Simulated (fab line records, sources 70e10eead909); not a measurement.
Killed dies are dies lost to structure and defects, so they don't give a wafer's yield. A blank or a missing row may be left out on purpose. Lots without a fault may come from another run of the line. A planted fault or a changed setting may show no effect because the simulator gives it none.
Which tool did it? | flow nand_harc | 14 lots, 42 wafers sampled, at 6 steps of a route of 1159

WHAT THE GAUGES READ, wafer by wafer
NHARC_A_M1_CD_MEAS_09: target cd 120 nm.
lot  | measured     | on        | cd_nm (nm)
L128 | day 17 23:13 | cd_sem-02 | 121.0 119.4 119.9
L131 | day 18 01:33 | cd_sem-03 | 119.9 120.1 120.0
L132 | day 18 03:14 | cd_sem-02 | 117.7 119.4 119.1
L133 | day 18 09:06 | cd_sem-02 | 119.4 119.3 119.7
L130 | day 18 12:05 | cd_sem-02 | 119.8 119.6 120.0
L134 | day 18 18:08 | cd_sem-02 | 119.2 119.8 117.9
L135 | day 19 13:18 | cd_sem-02 | 118.4 120.2 120.1
L138 | day 19 18:02 | cd_sem-03 | 120.2 119.6 119.9
L136 | day 20 02:35 | cd_sem-01 | 120.4 120.4 119.0
L141 | day 20 13:59 | cd_sem-03 | 120.6 120.2 120.4
L139 | day 20 14:59 | cd_sem-01 | 120.5 120.0 120.8
L142 | day 21 17:35 | cd_sem-03 | 87.6 86.8 87.6
L143 | day 21 17:37 | cd_sem-03 | 87.7 88.4 87.5
L149 | day 22 21:34 | cd_sem-02 | 119.6 119.0 119.9

NHARC_A_M1_CD_MEAS_16.
lot  | measured     | on        | cd_nm (nm)
L128 | day 17 23:43 | cd_sem-01 | 121.1 118.6 119.3
L131 | day 18 02:04 | cd_sem-03 | 118.2 119.8 120.0
L132 | day 18 03:44 | cd_sem-03 | 119.3 120.0 119.7
L133 | day 18 09:35 | cd_sem-02 | 118.9 120.2 119.5
L130 | day 18 12:34 | cd_sem-01 | 120.1 119.2 120.5
L134 | day 18 18:38 | cd_sem-01 | 120.3 119.3 117.9
L135 | day 19 13:48 | cd_sem-01 | 117.5 120.4 121.1
L138 | day 19 18:31 | cd_sem-03 | 120.5 119.7 119.4
L136 | day 20 03:05 | cd_sem-02 | 121.5 121.2 118.3
L141 | day 20 14:29 | cd_sem-01 | 119.9 121.4 120.8
L139 | day 20 15:28 | cd_sem-02 | 119.9 119.5 119.9
L142 | day 21 18:05 | cd_sem-03 | 86.7 85.8 87.8
L143 | day 21 18:08 | cd_sem-01 | 87.1 88.1 87.4
L149 | day 22 22:04 | cd_sem-02 | 118.7 118.5 119.1

WHICH TOOL RAN EACH LOT (tool, then ch and the chambers of the sampled wafers, then the start)
lot  | NHARC_A_M0_DESCUM_14               | NHARC_A_M0_ANNEAL_30             | NHARC_A_M1_PEB_07                 | NHARC_A_M1_ETCH_35
L128 | rie_diel-07 ch 0,3, day 17 18:21   | rtp_anneal-02 ch 0, day 17 20:06 | litho_track-04 ch 0, day 17 23:08 | rie_diel-09 ch 0,3, day 17 23:30
L131 | rie_diel-07 ch 0,3, day 17 21:28   | rtp_anneal-01 ch 0, day 17 23:16 | litho_track-01 ch 0, day 18 01:28 | rie_diel-10 ch 2,3, day 18 01:49
L132 | rie_diel-06 ch 1,2, day 17 23:16   | rtp_anneal-02 ch 0, day 18 00:59 | litho_track-06 ch 0, day 18 03:10 | rie_diel-01 ch 0,1,3, day 18 03:31
L133 | rie_diel-06 ch 0,3, day 18 05:02   | rtp_anneal-02 ch 0, day 18 06:58 | litho_track-01 ch 0, day 18 09:01 | rie_diel-09 ch 1,2, day 18 09:22
L130 | rie_diel-07 ch 0,1,3, day 18 08:13 | rtp_anneal-02 ch 0, day 18 09:55 | litho_track-06 ch 0, day 18 12:00 | rie_diel-01 ch 0,1,2, day 18 12:21
L134 | rie_diel-07 ch 1,2, day 18 14:17   | rtp_anneal-01 ch 0, day 18 16:04 | litho_track-06 ch 0, day 18 18:04 | rie_diel-01 ch 0,3, day 18 18:25
L135 | rie_diel-04 ch 0,1,3, day 19 09:17 | rtp_anneal-01 ch 0, day 19 10:58 | litho_track-06 ch 0, day 19 13:13 | rie_diel-01 ch 0,2,3, day 19 13:35
L138 | rie_diel-07 ch 0,1,3, day 19 14:15 | rtp_anneal-02 ch 0, day 19 15:56 | litho_track-04 ch 0, day 19 17:57 | rie_diel-01 ch 0,3, day 19 18:19
L136 | rie_diel-04 ch 1,3, day 19 22:41   | rtp_anneal-01 ch 0, day 20 00:20 | litho_track-06 ch 0, day 20 02:31 | rie_diel-10 ch 0,1,3, day 20 02:52
L141 | rie_diel-04 ch 1,2, day 20 09:52   | rtp_anneal-01 ch 0, day 20 11:45 | litho_track-01 ch 0, day 20 13:55 | rie_diel-09 ch 1,2,3, day 20 14:16
L139 | rie_diel-07 ch 1,2, day 20 11:01   | rtp_anneal-01 ch 0, day 20 12:47 | litho_track-04 ch 0, day 20 14:54 | rie_diel-10 ch 2,3, day 20 15:15
L142 | rie_diel-04 ch 1,2, day 21 13:08   | rtp_anneal-02 ch 0, day 21 14:47 | litho_track-01 ch 0, day 21 17:30 | rie_diel-10 ch 0,1,3, day 21 17:52
L143 | rie_diel-07 ch 0,2, day 21 13:32   | rtp_anneal-02 ch 0, day 21 15:18 | litho_track-01 ch 0, day 21 17:32 | rie_diel-10 ch 1,2, day 21 17:54
L149 | rie_diel-07 ch 1,2,3, day 22 17:35 | rtp_anneal-02 ch 0, day 22 19:28 | litho_track-04 ch 0, day 22 21:28 | rie_diel-10 ch 0,1, day 22 21:50
- NHARC_A_M0_DESCUM_14: chemistry O2, time 3 s.
- NHARC_A_M0_ANNEAL_30: time 90 s.
- NHARC_A_M1_PEB_07: peb time 65 s.
- NHARC_A_M1_ETCH_35: etches the open film in N2/H2, target depth 40 nm, overetch 12 nm, time 43.94 s.

WHAT THE TOOLS THEMSELVES READ (means of the sampled wafers that have a number; where no wafer has one, the mark that the record gives instead)
NHARC_A_M0_DESCUM_14.
lot  | tool        | drypump_motor_current_A (A) | mfc_ar_sccm (sccm) | oes_product_au (a.u.) | rf_vpp_V (V) | showerhead_plenum_p_Torr (Torr) | throttle_valve_pct (%)
L128 | rie_diel-07 | 5.6                         | 0.0000             | 1.007                 | 57.7         | 1.81                            | 11.321
L131 | rie_diel-07 | 5.6                         | 0.0000             | 1.005                 | 57.5         | 1.80                            | 11.303
L132 | rie_diel-06 | 5.9                         | 0.0059             | 0.986                 | 57.6         | 1.91                            | 11.318
L133 | rie_diel-06 | 6.1                         | 0.0000             | 0.998                 | 57.9         | 1.97                            | 11.308
L130 | rie_diel-07 | 5.4                         | 0.0000             | 1.003                 | 58.1         | 1.89                            | 11.302
L134 | rie_diel-07 | 5.2                         | 0.0000             | 1.007                 | 58.0         | 1.96                            | 11.304
L135 | rie_diel-04 | 5.8                         | 0.0000             | 1.003                 | 57.5         | 1.93                            | 11.309
L138 | rie_diel-07 | 5.4                         | 0.0000             | 1.003                 | 57.9         | 1.89                            | 11.312
L136 | rie_diel-04 | 5.9                         | 0.0000             | 0.996                 | 57.1         | 1.93                            | 11.315
L141 | rie_diel-04 | 5.9                         | 0.0000             | 0.997                 | 56.8         | 1.85                            | 11.318
L139 | rie_diel-07 | 5.4                         | 0.0000             | 1.003                 | 57.8         | 1.88                            | 11.313
L142 | rie_diel-04 | 5.9                         | 0.0000             | 1.003                 | 57.4         | 1.85                            | 11.315
L143 | rie_diel-07 | 5.7                         | 0.0000             | 0.986                 | 57.5         | 1.80                            | 11.310
L149 | rie_diel-07 | 5.4                         | 0.0000             | 1.009                 | 57.2         | 1.88                            | 11.307

NHARC_A_M0_ANNEAL_30.
lot  | tool          | wafer_temp_C_max
L128 | rtp_anneal-02 | 226.23
L131 | rtp_anneal-01 | 225.74
L132 | rtp_anneal-02 | 226.12
L133 | rtp_anneal-02 | 226.01
L130 | rtp_anneal-02 | 226.08
L134 | rtp_anneal-01 | 226.03
L135 | rtp_anneal-01 | 226.08
L138 | rtp_anneal-02 | 226.06
L136 | rtp_anneal-01 | 226.27
L141 | rtp_anneal-01 | 226.08
L139 | rtp_anneal-01 | 226.03
L142 | rtp_anneal-02 | 226.47
L143 | rtp_anneal-02 | 225.93
L149 | rtp_anneal-02 | 226.08

NHARC_A_M1_PEB_07.
lot  | tool           | exhaust_pa (Pa) | heater_power_total_W (W) | plate_temp_C (C)
L128 | litho_track-04 | 45.1            | 156.7                    | 99.98
L131 | litho_track-01 | 45.7            | 156.7                    | 99.96
L132 | litho_track-06 | 45.8            | 156.6                    | 100.19
L133 | litho_track-01 | 44.7            | 156.2                    | 99.79
L130 | litho_track-06 | 45.3            | 156.5                    | 100.06
L134 | litho_track-06 | 46.0            | 157.0                    | 100.06
L135 | litho_track-06 | 44.2            | 156.6                    | 100.03
L138 | litho_track-04 | 44.9            | 156.5                    | 99.88
L136 | litho_track-06 | 45.1            | 156.7                    | 100.01
L141 | litho_track-01 | 44.3            | 157.0                    | 99.93
L139 | litho_track-04 | 44.2            | 156.6                    | 99.94
L142 | litho_track-01 | 44.2            | 140.7                    | 92.26
L143 | litho_track-01 | 45.1            | 140.3                    | 92.51
L149 | litho_track-04 | 45.2            | 156.7                    | 100.04

NHARC_A_M1_ETCH_35.
lot  | tool        | drypump_motor_current_A (A) | mfc_ar_sccm (sccm) | n2_flow_sccm (sccm) | oes_product_au (a.u.) | rf_vpp_V (V) | showerhead_plenum_p_Torr (Torr) | throttle_valve_pct (%)
L128 | rie_diel-09 | 6.2                         | 0.005              | 150.0               | 1.012                 | 428.7        | 1.98                            | 14.176
L131 | rie_diel-10 | 6.0                         | 0.007              | 149.9               | 1.005                 | 429.7        | 2.00                            | 14.170
L132 | rie_diel-01 | 5.8                         | 0.000              | 150.1               | 0.991                 | 430.6        | 2.05                            | 14.176
L133 | rie_diel-09 | 6.2                         | 0.000              | 150.4               | 1.011                 | 431.0        | 2.06                            | 14.170
L130 | rie_diel-01 | 5.8                         | 0.000              | 149.8               | 0.997                 | 431.4        | 2.05                            | 14.169
L134 | rie_diel-01 | 5.7                         | 0.000              | 149.7               | 1.018                 | 432.7        | 2.09                            | 14.168
L135 | rie_diel-01 | 5.8                         | 0.000              | 150.5               | 1.008                 | 430.1        | 2.05                            | 14.177
L138 | rie_diel-01 | 5.7                         | 0.000              | 150.7               | 1.022                 | 431.6        | 2.09                            | 14.170
L136 | rie_diel-10 | 5.7                         | 0.013              | 149.7               | 0.994                 | 432.2        | 2.07                            | 14.170
L141 | rie_diel-09 | 6.0                         | 0.005              | 150.0               | 0.984                 | 430.1        | 2.04                            | 14.175
L139 | rie_diel-10 | 6.0                         | 0.003              | 149.7               | 0.990                 | 429.9        | 2.02                            | 14.179
L142 | rie_diel-10 | 5.7                         | 0.013              | 149.6               | 1.001                 | 431.4        | 2.07                            | 14.174
L143 | rie_diel-10 | 5.9                         | 0.027              | 150.0               | 1.001                 | 430.2        | 2.02                            | 14.163
L149 | rie_diel-10 | 5.6                         | 0.024              | 150.0               | 1.001                 | 430.9        | 2.07                            | 14.170

THE ANSWER, worked out from the rows above alone
Rule: what is usual is taken from the lots themselves. Put in order of their means at a reading, lots are off if they are a third of the lots or fewer, leave a main group of 4 or more, and stand apart from it by a gap of 3 or more times the standard deviation of the main group's means; of several such gaps the widest counts. A main group whose means are all the same, to the digits that the tables above print for the reading, isn't used. A lot without any number at a reading at which 4 lots or more have one is off too. The other lots that the step has rows for count as sound. The gauges are gone through in route order, then the tools' own readings, and for those a lot's mean is taken as printed above. The first step at which some lot is off is used, and at that step the reading that is off furthest; a lot without a number counts as furthest.
Off: L142, L143, at NHARC_A_M1_CD_MEAS_09 (cd_nm). The main group: mean 119.7 nm, standard deviation 0.5.
A tool fits if, at a process step before that reading, it ran every lot that is off, and no sound lot after the first of them. The gauges at NHARC_A_M1_CD_MEAS_09 aren't tried: what is off there is off at NHARC_A_M1_PEB_07 too, on other tools, and a gauge's error can't cause that. One fits: litho_track-01 at NHARC_A_M1_PEB_07. Its last sound lot is L141 (day 20 13:55), its first lot that is off L142 (day 21 17:30): a fault that began between those two fits.
The tool's own readings at NHARC_A_M1_PEB_07 bear it out: on the lots that are off they differ by more than 5 times the standard deviation of the sound lots' means. heater_power_total_W reads 140.5 W there against 156.7 W on the sound lots; plate_temp_C reads 92.39 C there against 99.99 C on the sound lots.

WHAT THE SIMULATOR HAD PUT IN
Process parameter drift: litho_track-01, from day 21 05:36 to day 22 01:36, at NHARC_A_M1_PEB_07. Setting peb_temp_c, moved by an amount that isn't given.
Lots struck among those shown: L142, L143. The rule above found the same.
